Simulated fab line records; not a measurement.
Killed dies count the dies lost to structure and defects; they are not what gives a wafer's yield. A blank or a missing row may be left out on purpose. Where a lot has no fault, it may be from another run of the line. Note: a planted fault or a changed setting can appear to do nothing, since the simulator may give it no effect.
Split-lot study / flow n5-finfet / route with 1938 steps; 7 lots, 21 wafers read

THE SPLIT ITSELF
At N5_BEOL_M5_DESCUM_16 (chemistry O2, time 7 s), the setting time-s was moved away from the recipe's 7 s on 8 of the 21 wafers read, by -12.6% to +20.8%. This setting was run at the recipe's value on the other wafers.

Reading taken at the split's own step.

THE READING
CAR-EUV_of_BEOL_M5_COAT_05.thk-nm (the simulator's own value, which no gauge read), in nm, at N5_BEOL_M5_DESCUM_16 (chemistry O2, time 7 s). No usual value for it is given in the file. Across the 13 wafers here that went through the recipe, the average is 26.1 nm and the standard deviation 0.1 nm.

wafer=L078.2; tool, chamber at the split=rie-diel-03, 0; time-s as run, s=7.502; against the recipe=+7.2%; CAR-EUV_of_BEOL_M5_COAT_05.thk-nm, nm=26; against lot-mates on the recipe=-0.2
wafer=L078.4; tool, chamber at the split=rie-diel-03, 2,1; time-s as run, s=7; against the recipe=recipe; CAR-EUV_of_BEOL_M5_COAT_05.thk-nm, nm=26.2; against lot-mates on the recipe=-
wafer=L078.5; tool, chamber at the split=rie-diel-03, 2,1; time-s as run, s=7; against the recipe=recipe; CAR-EUV_of_BEOL_M5_COAT_05.thk-nm, nm=26.2; against lot-mates on the recipe=-
wafer=L087.2; tool, chamber at the split=rie-diel-05, 1; time-s as run, s=8.457; against the recipe=+20.8%; CAR-EUV_of_BEOL_M5_COAT_05.thk-nm, nm=25.4; against lot-mates on the recipe=-0.8
wafer=L087.5; tool, chamber at the split=rie-diel-05, 3,0; time-s as run, s=7; against the recipe=recipe; CAR-EUV_of_BEOL_M5_COAT_05.thk-nm, nm=26.2; against lot-mates on the recipe=-
wafer=L087.6; tool, chamber at the split=rie-diel-05, 3,0; time-s as run, s=7; against the recipe=recipe; CAR-EUV_of_BEOL_M5_COAT_05.thk-nm, nm=26.2; against lot-mates on the recipe=-
wafer=L088.1; tool, chamber at the split=rie-diel-03, 0; time-s as run, s=6.418; against the recipe=-8.3%; CAR-EUV_of_BEOL_M5_COAT_05.thk-nm, nm=26.4; against lot-mates on the recipe=+0.4
wafer=L088.2; tool, chamber at the split=rie-diel-03, 3; time-s as run, s=7; against the recipe=recipe; CAR-EUV_of_BEOL_M5_COAT_05.thk-nm, nm=26; against lot-mates on the recipe=-
wafer=L088.6; tool, chamber at the split=rie-diel-03, 0; time-s as run, s=6.418; against the recipe=-8.3%; CAR-EUV_of_BEOL_M5_COAT_05.thk-nm, nm=26.2; against lot-mates on the recipe=+0.2
wafer=L090.2; tool, chamber at the split=rie-diel-03, 1,2; time-s as run, s=7; against the recipe=recipe; CAR-EUV_of_BEOL_M5_COAT_05.thk-nm, nm=26.2; against lot-mates on the recipe=-
wafer=L090.3; tool, chamber at the split=rie-diel-03, 1,2; time-s as run, s=7; against the recipe=recipe; CAR-EUV_of_BEOL_M5_COAT_05.thk-nm, nm=26.2; against lot-mates on the recipe=-
wafer=L090.5; tool, chamber at the split=rie-diel-03, 0; time-s as run, s=7; against the recipe=recipe; CAR-EUV_of_BEOL_M5_COAT_05.thk-nm, nm=26; against lot-mates on the recipe=-
wafer=L095.2; tool, chamber at the split=rie-diel-03, 3; time-s as run, s=7; against the recipe=recipe; CAR-EUV_of_BEOL_M5_COAT_05.thk-nm, nm=26; against lot-mates on the recipe=-
wafer=L095.3; tool, chamber at the split=rie-diel-03, 1; time-s as run, s=7.683; against the recipe=+9.8%; CAR-EUV_of_BEOL_M5_COAT_05.thk-nm, nm=25.8; against lot-mates on the recipe=-0.2
wafer=L095.5; tool, chamber at the split=rie-diel-03, 1; time-s as run, s=7.683; against the recipe=+9.8%; CAR-EUV_of_BEOL_M5_COAT_05.thk-nm, nm=25.8; against lot-mates on the recipe=-0.2
wafer=L096.1; tool, chamber at the split=rie-diel-03, 1,3,2; time-s as run, s=7; against the recipe=recipe; CAR-EUV_of_BEOL_M5_COAT_05.thk-nm, nm=26; against lot-mates on the recipe=-
wafer=L096.2; tool, chamber at the split=rie-diel-03, 1,3,2; time-s as run, s=7; against the recipe=recipe; CAR-EUV_of_BEOL_M5_COAT_05.thk-nm, nm=26; against lot-mates on the recipe=-
wafer=L096.6; tool, chamber at the split=rie-diel-03, 1,3,2; time-s as run, s=7; against the recipe=recipe; CAR-EUV_of_BEOL_M5_COAT_05.thk-nm, nm=26; against lot-mates on the recipe=-
wafer=L097.3; tool, chamber at the split=rie-diel-04, 0; time-s as run, s=6.121; against the recipe=-12.6%; CAR-EUV_of_BEOL_M5_COAT_05.thk-nm, nm=26.4; against lot-mates on the recipe=+0.2
wafer=L097.4; tool, chamber at the split=rie-diel-04, 2; time-s as run, s=6.121; against the recipe=-12.6%; CAR-EUV_of_BEOL_M5_COAT_05.thk-nm, nm=26.6; against lot-mates on the recipe=+0.4
wafer=L097.5; tool, chamber at the split=rie-diel-04, 2; time-s as run, s=7; against the recipe=recipe; CAR-EUV_of_BEOL_M5_COAT_05.thk-nm, nm=26.2; against lot-mates on the recipe=-
If several chambers appear in one row, that row covers several wafers at once and the file leaves open which wafer was in which chamber.

FIT RESULTS
A straight line over all 21 wafers: CAR-EUV_of_BEOL_M5_COAT_05.thk-nm changes by -0.0306 nm for each +1% of time-s; r = -0.92; the points scatter about the line by 0.1 nm.
The same after taking each lot's own level away (the mean of its wafers on the recipe; 21 wafers): -0.0306 nm for each +1%; r = -0.94; scatter 0.083 nm.
On that fit, the largest move of time-s shifts the reading by 0.64 nm.
Measured against the standard deviation above, the lots' own levels, which go from 26.00 to 26.20 nm, span 2.0 times it.
Hence the lot-to-lot level has little effect on the slope; both slopes agree.
Check: with one of the wafers moved furthest among these (+20.8%) left out of the fit, the line predicts -0.519 nm for it against its lot-mates. It came out at -0.8 nm against them.

THESE WAFERS: OTHER SPLITS
Other splits were also applied to these wafers ahead of the reading. Each is held against what the fit with the lots' levels taken away leaves over:
other split on the same wafers=N5_BEOL_M4_PECVD_72 temp-c; wafers away from the commonest value=8; r with CAR-EUV_of_BEOL_M5_COAT_05.thk-nm (lot level and that fit taken away)=+0.19
other split on the same wafers=N5_BEOL_M4_COAT_62 spin-rpm; wafers away from the commonest value=9; r with CAR-EUV_of_BEOL_M5_COAT_05.thk-nm (lot level and that fit taken away)=-0.11
other split on the same wafers=N5_BEOL_M5_COAT_71 spin-rpm; wafers away from the commonest value=7; r with CAR-EUV_of_BEOL_M5_COAT_05.thk-nm (lot level and that fit taken away)=+0.35

THE FILE'S OWN FIT
CAR-EUV_of_BEOL_M5_COAT_05.thk-nm changes by -0.0326 nm for each +1% of time-s, r = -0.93.
